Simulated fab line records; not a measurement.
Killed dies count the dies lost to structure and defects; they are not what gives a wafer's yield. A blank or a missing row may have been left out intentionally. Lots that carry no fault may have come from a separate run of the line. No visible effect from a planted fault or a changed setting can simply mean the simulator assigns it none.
One fault seen from 2 desks | flow nand_harc | only its own numbers are on each desk; what lay behind them is given at the end

## THE DEFECT DESK
What the inspections along the route counted, lot by lot: means of the sampled wafers that have a number. Any lot whose mean is over 4 standard deviations away from the usual mean is out of limits and marked OUT; that distance is given in the brackets.
Columns: A = raw_defect_count at NHARC_A_SIN_REMOVE_INSPECT_04, usual 400; B = raw_defect_count at NHARC_A_WL_FILL_INSPECT_15, usual 481
lot  | first seen here | A   | B
L538 | day 20 22:04    | 479 | 607
L540 | day 21 17:07    | 480 | 535
L541 | day 21 19:01    | 483 | 437
L544 | day 22 05:31    | 472 | 586
L543 | day 23 10:39    | 354 | 374
L546 | day 24 06:25    | 408 | 398
L553 | day 26 21:12    | 286 | 476
L556 | day 27 04:18    | 540 | 584
L554 | day 27 07:48    | 366 | 444
L555 | day 27 07:48    | 269 | 520
L558 | day 29 04:25    | 384 | 432
L560 | day 29 11:20    | 312 | 394
L559 | day 29 23:24    | 350 | 501
This desk found nothing out of limits on any of the 13 lots.

## TOOL OWNER'S DESK, ald_metal-02
The tool's own readings at NHARC_A_WL_FILL_ALD_19 (deposits TiN, target thk 2 nm, pulse time 3 s, ald cycles 100): means of the sampled wafers that have a number, for each lot that ran on this tool. Any lot whose mean is over 4 standard deviations away from the usual mean is out of limits and marked OUT; that distance is given in the brackets.
Columns: A = heater_power_w at NHARC_A_WL_FILL_ALD_19, usual 1081 W; B = precursor_pulse_height_rel at NHARC_A_WL_FILL_ALD_19, usual 1.003
lot  | first seen here | A    | B
L538 | day 21 13:36    | 1064 | 0.996
L544 | day 22 23:45    | 1057 | 0.996
L543 | day 24 05:21    | 1009 | 1.018
L546 | day 24 21:33    | 1078 | 0.999
L555 | day 28 00:36    | 1118 | 1.005
L558 | day 29 23:23    | 1128 | 1.007
This desk found nothing out of limits on any of the 6 lots.

## PUT TOGETHER
No out-of-limits result turned up at the defect desk.
Nothing out of limits was seen by the tool owner's desk.

## WHAT THE SIMULATOR HAD INSERTED
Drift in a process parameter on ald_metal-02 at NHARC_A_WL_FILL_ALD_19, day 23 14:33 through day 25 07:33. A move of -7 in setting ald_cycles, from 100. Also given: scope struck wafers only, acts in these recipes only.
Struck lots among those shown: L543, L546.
